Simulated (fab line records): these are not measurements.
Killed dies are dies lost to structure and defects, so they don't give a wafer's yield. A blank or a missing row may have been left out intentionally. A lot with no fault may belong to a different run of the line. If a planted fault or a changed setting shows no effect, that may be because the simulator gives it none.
Commonality check across tools | flow nand harc | 1 lot, 3 wafers sampled

== THE REASON FOR OPENING IT ==
At NHARC_END_SORT_01 the reading killed at periphery is flagged on 1 of 1 lot. Fault-free wafers read 3.6, with a standard deviation of 2.9.
Rule: a lot is flagged in two cases, either no wafer of it has a number, or all its wafers with numbers fall more than 4 standard deviations from that mean. The rest of the lots are taken to be sound.

lot  | measured     | on        | killed at periphery, wafer by wafer | flag
L648 | day 23 04:22 | prober-01 | 664 664 662                         | FLAGGED
The numbers of the flagged lots are 663.3 on average: +659.7 against the usual, or +99 or more standard deviations.

== WHICH TOOL EACH LOT WENT THROUGH ==
3 process steps preceding the reading are held in the record, out of 1159 steps in the route. Cell contents, in order: the tool; ch with the chambers the sampled wafers went through; the start.
lot  | flag    | NHARC_P_GATE_STRIP_101            | NHARC_P_GATE_EXPOSE_56           | NHARC_P_GATE_STRIP_113
L648 | FLAGGED | rie diel-03 ch 1,2,3, day 9 01:35 | krf scanner-04 ch 0, day 9 04:14 | plasma asher-01 ch 0,1, day 9 06:36
What the steps here do:
- NHARC_P_GATE_STRIP_101: strips in O2, time 20 s.
- NHARC_P_GATE_EXPOSE_56: exposes mask P PSD, target cd 720 nm.
- NHARC_P_GATE_STRIP_113: strips in N2/H2, time 740 s.
- NHARC_END_SORT_01

== FLAGGED AGAINST TOTAL, ONE TOOL AT A TIME (gauges that did the reading follow at the end) ==
step                   | tool            | lots run | flagged | share of the flagged lots | sound lots run after its first flagged lot
NHARC_P_GATE_STRIP_101 | rie diel-03     | 1        | 1       | all                       | 0
NHARC_P_GATE_EXPOSE_56 | krf scanner-04  | 1        | 1       | all                       | 0
NHARC_P_GATE_STRIP_113 | plasma asher-01 | 1        | 1       | all                       | 0
NHARC_END_SORT_01      | prober-01       | 1        | 1       | all                       | 0

== WHAT THE TABLE PERMITS ==
4 rows of the table ran every flagged lot: rie diel-03 at NHARC_P_GATE_STRIP_101, krf scanner-04 at NHARC_P_GATE_EXPOSE_56, plasma asher-01 at NHARC_P_GATE_STRIP_113, prober-01 at NHARC_END_SORT_01.
- rie diel-03 at NHARC_P_GATE_STRIP_101: 1 of its 1 lot flagged. With no sound lot run before its first flagged lot in this sample, there is nothing to narrow down the start.
- krf scanner-04 at NHARC_P_GATE_EXPOSE_56: 1 of its 1 lot flagged. With no sound lot run before its first flagged lot in this sample, there is nothing to narrow down the start.
- plasma asher-01 at NHARC_P_GATE_STRIP_113: 1 of its 1 lot flagged. With no sound lot run before its first flagged lot in this sample, there is nothing to narrow down the start.
- prober-01 at NHARC_END_SORT_01: 1 of its 1 lot flagged. With no sound lot run before its first flagged lot in this sample, there is nothing to narrow down the start.
A lot count leaves these 4 tools indistinguishable: every one of them fits a fault beginning at some hour. More lots, or a look at what each step does to the wafer, might.

== WHAT THE SIMULATOR HAD PUT IN ==
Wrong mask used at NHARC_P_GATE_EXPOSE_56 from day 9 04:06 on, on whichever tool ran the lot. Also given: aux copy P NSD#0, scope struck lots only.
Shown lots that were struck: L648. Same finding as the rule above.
